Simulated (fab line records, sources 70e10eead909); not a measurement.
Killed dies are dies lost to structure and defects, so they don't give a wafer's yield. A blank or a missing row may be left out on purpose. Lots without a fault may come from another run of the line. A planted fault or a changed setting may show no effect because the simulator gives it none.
A struck lot beside a sound one | flow nand_harc | 19 steps out of a route of 1302
Sound: wafers L620.2, L620.5, L620.6. Struck: wafers L631.2, L631.3, L631.5. The cause comes at the end.
At each step with rows: each side's tool, then ch and its chambers, then its first start. Under that, the readings that differ: sound wafers | struck wafers | difference of the means | sigmas: that difference in standard deviations of wafers without a fault.
alike: readings whose means differ by less than 2 such deviations, and words and numbers that are the same on both sides. not compared: withheld readings, readings that some wafer has no value for, bounds like >300 that may hide the same value, and numbers for which the record gives no deviation and whose values overlap.
The two part at a step that has a row with sigmas, a row that says differs or no value, or rows on one side only. Numbers that don't overlap but have no deviation are shown without sigmas and don't part them. A reading that every wafer of one side lacks parts them only if that side has two wafers or more.

NHARC_P_ZERO_WELL_CD_MEAS_11: target cd 500 nm.
  sound on cd_sem-01 ch 0, day 1 21:25; struck on cd_sem-02 ch 0, day 6 11:14
  alike: cd_nm
then, 1 step without rows for these wafers: NHARC_P_ZERO_WELL_HARDBAKE_12 (time 65 s).
NHARC_P_ZERO_WELL_DESCUM_13: chemistry O2, time 3 s.
  sound on rie_diel-04 ch 1,2, day 1 21:35; struck on rie_diel-08 ch 0,1,3, day 6 11:25
  reading            | sound             | struck        | difference | sigmas
  mfc_ar_sccm (sccm) | 0.043 0.025 0.043 | 0.006 0.021 0 | -0.028     | -2
  alike: drypump_motor_current_A, o2_flow_sccm, oes_product_au, rf_vpp_V, showerhead_plenum_p_Torr, throttle_valve_pct
  not compared: rf_hours_counter_h
NHARC_P_ZERO_WELL_ETCH_65: etches the open film in N2/H2, target depth 80 nm, overetch 24 nm, time 87.88 s.
  sound on rie_diel-04 ch 0,1, day 1 21:40; struck on rie_diel-08 ch 1,2,3, day 6 11:29
  alike: drypump_motor_current_A, mfc_ar_sccm, oes_product_au, rf_vpp_V, showerhead_plenum_p_Torr, throttle_valve_pct
  not compared: rf_hours_counter_h
NHARC_P_ZERO_WELL_ETCH_62: etches the open film in CHF3/Ar, target depth 13 nm, time 6.5 s.
  sound on rie_diel-04 ch 1,2,3; struck on rie_diel-08 ch 1,2,3
  alike: drypump_motor_current_A, mfc_ar_sccm, oes_product_au, rf_vpp_V, showerhead_plenum_p_Torr, throttle_valve_pct
  not compared: rf_hours_counter_h
NHARC_P_ZERO_WELL_ETCH_63: etches the open film in HBr/Cl2, target depth 120 nm, time 40.1 s.
  sound on rie_si-02 ch 0,3, day 1 21:50; struck on rie_si-06 ch 0,1,2, day 6 11:39
  alike: drypump_motor_current_A, mfc_cl2_sccm, oes_product_au, throttle_valve_pct
  not compared: rf_hours_counter_h
then, 6 steps without rows for these wafers: NHARC_P_ZERO_WELL_STRIP_15 (strips in SPM, time 900 s); NHARC_P_ZERO_WELL_DEHYDRATE_16 (time 120 s); NHARC_P_ZERO_WELL_HMDS_17 (time 30 s); NHARC_P_ZERO_WELL_COAT_18; NHARC_P_ZERO_WELL_SOFTBAKE_19 (time 95 s); NHARC_P_ZERO_WELL_EBR_20.
NHARC_P_ZERO_WELL_EXPOSE_21: exposes mask P NWELL, target cd 720 nm.
  sound on krf_scanner-02 ch 0, day 1 22:37; struck on krf_scanner-03 ch 0, day 6 12:26
  reading | sound                         | struck                                 | difference | sigmas
  mask    | P_NWELL#0 P_NWELL#0 P_NWELL#0 | P_NWELL_R1#0 P_NWELL_R1#0 P_NWELL_R1#0 | differs    |
then, 2 steps without rows for these wafers: NHARC_P_ZERO_WELL_PEB_22 (peb time 85 s); NHARC_P_ZERO_WELL_DEVELOP_23 (time 70 s).
NHARC_P_ZERO_WELL_CD_MEAS_24: target cd 720 nm.
  sound on cd_sem-01 ch 0, day 1 22:46; struck on cd_sem-03 ch 0, day 6 12:35
  reading    | sound             | struck            | difference | sigmas
  cd_nm (nm) | 721.2 720.4 719.2 | 677.7 675.7 676.0 | -43.8      | -29
then, 1 step without rows for these wafers: NHARC_P_ZERO_WELL_HARDBAKE_25 (time 80 s).
NHARC_P_ZERO_WELL_DESCUM_26: chemistry O2, time 3 s.
  sound on rie_diel-08 ch 1,2,3, day 1 22:56; struck on rie_diel-08 ch 0,2,3, day 6 12:46
  reading                      | sound             | struck            | difference | sigmas
  oes_product_au (a.u.)        | 0.970 0.997 0.966 | 1.006 0.993 1.016 | +0.027     | +2
  model.P_ZERO_WELL.cd_nm (nm) | 721 720.5 719.3   | 677.5 675.6 675.5 | -44.1      |
  alike: drypump_motor_current_A, mfc_ar_sccm, o2_flow_sccm, rf_vpp_V, showerhead_plenum_p_Torr, throttle_valve_pct
  not compared: rf_hours_counter_h
then, 1 step without rows for these wafers: NHARC_P_ZERO_WELL_IMPLANT_27.

WHERE THEY PART
First at NHARC_P_ZERO_WELL_DESCUM_13; last, within this record, at NHARC_P_ZERO_WELL_DESCUM_26.

WHY: what the simulator had put in
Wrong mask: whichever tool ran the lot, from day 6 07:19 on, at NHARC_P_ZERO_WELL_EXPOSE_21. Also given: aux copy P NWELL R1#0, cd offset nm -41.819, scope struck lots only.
